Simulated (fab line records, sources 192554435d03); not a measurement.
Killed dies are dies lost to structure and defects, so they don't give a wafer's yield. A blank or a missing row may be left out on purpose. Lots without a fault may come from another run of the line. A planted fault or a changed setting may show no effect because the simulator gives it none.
Chamber matching | flow n5_finfet | N5_BEOL_M4_ALD_84 on ald_metal-03: 4 sister chambers
The step deposits TaN, pulse time 2 s, purge time 3 s, co reactant purge time 2 s. 8 wafers are shown with their chamber, then 10 later ones without.

WAFERS WITH THEIR CHAMBER
wafer  | chamber | heater_power_w (W) | mfc_carrier_sccm (sccm)
L080.1 | 3       | 429                | 1494
L080.5 | 0       | 409                | 1498
L080.6 | 1       | 531                | 1504
L082.1 | 2       | 427                | 1506
L082.2 | 0       | 393                | 1502
L082.3 | 1       | 540                | 1501
L083.2 | 2       | 424                | 1494
L083.4 | 3       | 415                | 1501

WAFERS WITHOUT THEIR CHAMBER
wafer  | heater_power_w (W) | mfc_carrier_sccm (sccm)
L083.5 | 428                | 1496
L086.1 | 404                | 1500
L086.4 | 530                | 1495
L086.5 | 397                | 1506
L090.2 | 535                | 1509
L090.4 | 391                | 1500
L090.6 | 397                | 1494
L096.1 | 535                | 1503
L096.3 | 401                | 1498
L096.4 | 403                | 1499

WHICH CHAMBER EACH WENT THROUGH
wafer  | from the rows above     | in truth
L083.5 | can't be placed: 3 or 2 | 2
L086.1 | can't be placed: 0 or 3 | 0
L086.4 | 1                       | 1
L086.5 | 0                       | 0
L090.2 | 1                       | 1
L090.4 | 0                       | 0
L090.6 | can't be placed: 0 or 3 | 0
L096.1 | 1                       | 1
L096.3 | 0                       | 0
L096.4 | 0                       | 0
Placed correctly: 7 of 10. Can't be placed from these rows: 3 (the true chamber is among the candidates in 3). Placed wrongly: 0.
How it was worked out, from the rows above alone: a wafer's distance from a chamber is the root of the sum, over the readings, of the square of ((its reading less the chamber's mean) divided by the reading's scatter). The wafer belongs to the nearest chamber; if the next one is less than 2 further off, it can't be placed. A chamber's mean is the mean of its shown wafers. The scatter: the root of (the sum of the squares of (reading less its chamber's mean) over the shown wafers, divided by (wafers less chambers)).
